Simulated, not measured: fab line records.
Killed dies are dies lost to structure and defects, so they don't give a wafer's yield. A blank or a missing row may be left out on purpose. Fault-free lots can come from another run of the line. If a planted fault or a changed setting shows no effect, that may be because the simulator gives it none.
The tool behind it: which one? + flow n5-finfet + 10 lots with 29 wafers sampled at 3 steps, on a route of 1938 steps

## WHAT EACH GAUGE READ, for each wafer
N5_SD_ACTIVATION_RS_MEAS_03: uses a four-point probe to measure.
| lot  | measured    | on            | RS_SD_N (ohm/sq) |
|------|-------------|---------------|------------------|
| L746 | day 3 15:47 | film-metro-01 | 21.8 22.4 21.9   |
| L749 | day 4 11:41 | film-metro-02 | 22.7 22.3 22.6   |
| L751 | day 4 22:15 | film-metro-01 | 21.8 21.6 21.8   |
| L755 | day 5 22:32 | film-metro-02 | 21.6 21.7 21.5   |
| L757 | day 6 12:18 | film-metro-02 | 21.9 21.7 21.9   |
| L758 | day 6 16:26 | film-metro-02 | 21.9 22.3        |
| L759 | day 6 23:01 | film-metro-01 | 21.9 22.3 22.1   |
| L762 | day 7 15:23 | film-metro-02 | 24.0 23.8 23.9   |
| L763 | day 7 22:31 | film-metro-01 | 23.5 23.4 23.4   |
| L766 | day 8 15:17 | film-metro-02 | 23.7 23.6 23.8   |

## WHICH TOOL RAN EACH LOT (tool, then ch and the chambers of the sampled wafers, then the start)
| lot  | N5_SD_EPI_P_ETCH_36               | N5_SD_ACTIVATION_LSA_01           |
|------|-----------------------------------|-----------------------------------|
| L746 | rie-diel-03 ch 2,3, day 3 11:23   | laser-anneal-02 ch 0, day 3 15:36 |
| L749 | rie-diel-03 ch 0,1, day 4 07:28   | laser-anneal-01 ch 0, day 4 11:29 |
| L751 | rie-diel-03 ch 2,3, day 4 18:07   | laser-anneal-01 ch 0, day 4 22:03 |
| L755 | rie-diel-01 ch 2,3, day 5 18:19   | laser-anneal-01 ch 0, day 5 22:21 |
| L757 | rie-diel-01 ch 0,2,3, day 6 07:10 | laser-anneal-01 ch 0, day 6 12:05 |
| L758 | rie-diel-01 ch 0,2, day 6 12:14   | laser-anneal-02 ch 0, day 6 16:15 |
| L759 | rie-diel-03 ch 0,1,3, day 6 18:51 | laser-anneal-01 ch 0, day 6 22:49 |
| L762 | rie-diel-01 ch 1,2,3, day 7 11:14 | laser-anneal-01 ch 0, day 7 15:10 |
| L763 | rie-diel-03 ch 1,2, day 7 17:31   | laser-anneal-01 ch 0, day 7 22:19 |
| L766 | rie-diel-03 ch 0,1,3, day 8 11:10 | laser-anneal-01 ch 0, day 8 15:05 |
- N5_SD_EPI_P_ETCH_36: etches SiARC in CF4, target depth 45.5 nm, time 75.8 s.
- N5_SD_ACTIVATION_LSA_01: time 0.0008 s.

## THE ANSWER, worked out from the rows above alone
Rule: usual is defined by the lots themselves. Put in order of their means at a reading, lots are off if they are a third of the lots or fewer, leave a main group of 4 or more, and stand apart from it by a gap of 3 or more times the standard deviation of the main group's means; of several such gaps the widest counts. A main group is skipped when, at the precision printed for the reading in the tables above, its means are all equal. A lot without any number at a reading at which 4 lots or more have one is off too. Any other lot the step has rows for is counted as sound.
Off: L762, L763, L766, at N5_SD_ACTIVATION_RS_MEAS_03 (RS_SD_N). For the main group the mean is 22.0 ohm/sq and the standard deviation 0.28.
If a tool, at a process step before that reading, ran all the lots that are off and no sound lot after the first of them, it fits. Gauges at N5_SD_ACTIVATION_RS_MEAS_03: tried the same way as those tools. One candidate fits, namely laser-anneal-01 at N5_SD_ACTIVATION_LSA_01. A fault onset in the window from L759 (day 6 22:49, its last sound lot) to L762 (day 7 15:10, its first lot off) fits.

## WHAT WAS PUT IN BY THE SIMULATOR
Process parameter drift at N5_SD_ACTIVATION_LSA_01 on laser-anneal-01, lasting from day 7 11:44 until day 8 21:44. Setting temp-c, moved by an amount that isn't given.
Struck lots among those shown: L762, L763, L766. This agrees with what the rule above found.
